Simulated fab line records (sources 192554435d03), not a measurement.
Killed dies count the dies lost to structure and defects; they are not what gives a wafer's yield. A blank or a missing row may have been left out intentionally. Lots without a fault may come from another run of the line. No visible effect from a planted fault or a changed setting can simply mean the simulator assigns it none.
Matching of chambers + flow n5-finfet + 3 sister chambers for N5_BEOL_M3_PECVD_72 on pecvd-04
The step deposits SiO2 from TEOS/O2, target thk 16 nm, time 18 s. 3 wafers are shown with their chamber, then 12 later ones without.

WAFERS PAIRED WITH THEIR CHAMBERS
| wafer  | chamber | throttle-valve-pct (%) |
|--------|---------|------------------------|
| L090.2 | 2       | 20.9                   |
| L090.3 | 1       | 23.6                   |
| L090.6 | 0       | 22.9                   |

WAFERS WHOSE CHAMBER IS MISSING
| wafer  | throttle-valve-pct (%) |
|--------|------------------------|
| L091.3 | 21.0                   |
| L091.4 | 22.9                   |
| L091.6 | 21.1                   |
| L092.3 | 22.7                   |
| L092.5 | 23.4                   |
| L092.6 | 22.9                   |
| L095.1 | 21.3                   |
| L095.3 | 22.7                   |
| L095.6 | 21.0                   |
| L096.1 | 22.6                   |
| L096.5 | 21.3                   |
| L096.6 | 22.4                   |

THE CHAMBER EACH PASSED THROUGH
| wafer  | from the rows above     | in truth |
|--------|-------------------------|----------|
| L091.3 | 2                       | 2        |
| L091.4 | 0                       | 0        |
| L091.6 | 2                       | 2        |
| L092.3 | 0                       | 0        |
| L092.5 | can't be placed: 1 or 0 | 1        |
| L092.6 | 0                       | 0        |
| L095.1 | 2                       | 2        |
| L095.3 | 0                       | 0        |
| L095.6 | 2                       | 2        |
| L096.1 | 0                       | 0        |
| L096.5 | 2                       | 2        |
| L096.6 | 0                       | 0        |
Correct placement for 11 of the 12. Unplaceable from these rows: 1, with the true chamber sitting among the candidates in 1. Number placed wrongly: 0.
How it was worked out, from the rows above alone: a wafer's distance from a chamber is the root of the sum, over the readings, of the square of ((its reading less the chamber's mean) divided by the reading's scatter). The wafer belongs to the nearest chamber; if the next one is less than 2 further off, it can't be placed. For every chamber, the mean is computed from those of its wafers that are shown. The scatter: root of mean squared gap, hidden wafer to nearest shown wafer, with one shown wafer a chamber.
